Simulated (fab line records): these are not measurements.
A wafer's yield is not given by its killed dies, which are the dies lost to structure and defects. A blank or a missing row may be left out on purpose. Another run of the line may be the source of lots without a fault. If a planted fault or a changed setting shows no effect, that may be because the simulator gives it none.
8D (eight disciplines) problem report, filled in by code ; flow n5 finfet ; the parts of the form that need people (team, actions taken, sign-off) are left out

== 1. WHAT IS WRONG ==
Mean of barrier field endpoint s at N5_BEOL_M12_CMP_49: 23.5 s across 4 wafers in 3 lots; on wafers with no fault it is 30.1 s (standard deviation 0.69). That puts it -9.6 standard deviations away from the usual mean.
The step: polishes, stops on SiOC, t overpolish 20.6 s, target thk 320 nm.
The first sign was on wafer L563.1 at day 14 15:23, on cmp-04. Wafers with a number at this step in the record: 30, from 11 lots. By rule, "out" or "out of limits" means more than 4 standard deviations away from the usual mean. The other wafers with a number count as sound.

== 2. WHAT IT IS AND WHAT IT IS NOT ==
question;is;is not
which readings at this step;barrier field endpoint s;clearing platen down force psi, motor current A
which lots;L563, L566, L567;L547, L552, L553, L554, L558, L562, L569, L570
which wafers of those lots;L563.1, L563.6, L566.6, L567.6;L566.4, L567.2
read on which tools;cmp-04;cmp-01, cmp-02
when;from day 14 15:23;"up to then (18 sound wafers); but 8 sound wafers of L566, L567, L569, L570 came after"

== 3. WHAT RULES OUT EACH SUSPECT ==
Counting: a tool at a process step up to the reading stays a suspect if it ran every lot that is out. Sound lots after the first of them don't rule it out here, since some wafers of a struck lot are sound.
- pvd sputter-02 at N5_BEOL_M12_SPUTTER_44 (material Ta, target thk 10 nm, time 16.13 s): kept. It ran every lot that is out, first L563 (day 14 14:19); its last sound lot up to then is L558 (day 13 19:09).
- cmp-04 at N5_BEOL_M12_CMP_49 (polishes, stops on SiOC, t overpolish 20.6 s, target thk 320 nm): kept. It ran every lot that is out, first L563 (day 14 15:23); its last sound lot up to then is L562 (day 14 12:13). Out on those wafers are its own readings of barrier field endpoint s.
- Within cmp-04 at N5_BEOL_M12_CMP_49: the wafers that are out ran in chambers 0, 3; their sound lot-mates ran in chambers 1, 2.
Remaining after the count are pvd sputter-02 at N5_BEOL_M12_SPUTTER_44 and cmp-04 at N5_BEOL_M12_CMP_49.

== 4. THE CAUSE (what the simulator had put in) ==
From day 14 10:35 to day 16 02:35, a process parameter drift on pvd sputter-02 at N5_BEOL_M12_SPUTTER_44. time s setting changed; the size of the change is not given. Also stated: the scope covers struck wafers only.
After counting, 2 suspects remain, this tool included.

== 5. THE EFFECT CHAIN, in route order ==
Each row: a reading whose mean over the struck wafers that have a number lies more than 3 standard deviations from the usual. Only readings whose record carries a usual standard deviation are examined. hours: median over the lots of the time between each lot's start at the first step of this table that gives one and its start at this step. sigmas: the change, counted in usual standard deviations.
hours;step;reading;usual;on struck wafers;change;sigmas
0;N5_BEOL_M12_CMP_49;barrier field endpoint s;30.1 s;23.5;-6.6;-9.6
Process steps it contains:
- N5_BEOL_M12_CMP_49: polishes, stops on SiOC, t overpolish 20.6 s, target thk 320 nm.

== 6. WHAT WOULD HAVE CAUGHT IT SOONER ==
5 hours passed between the start of the fault at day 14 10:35 and the first reading out of limits in this record, taken at day 14 15:23.
Tool readings at N5_BEOL_M12_SPUTTER_44 with a usual standard deviation given in the record: none out on any struck wafer, hence no alarm at a limit of 4 standard deviations on them.
Of the lots that are out (3), L567, L566 began N5_BEOL_M12_SPUTTER_44 on pvd sputter-02 after day 14 15:23. A hold on the tool at that time would have spared those 2.
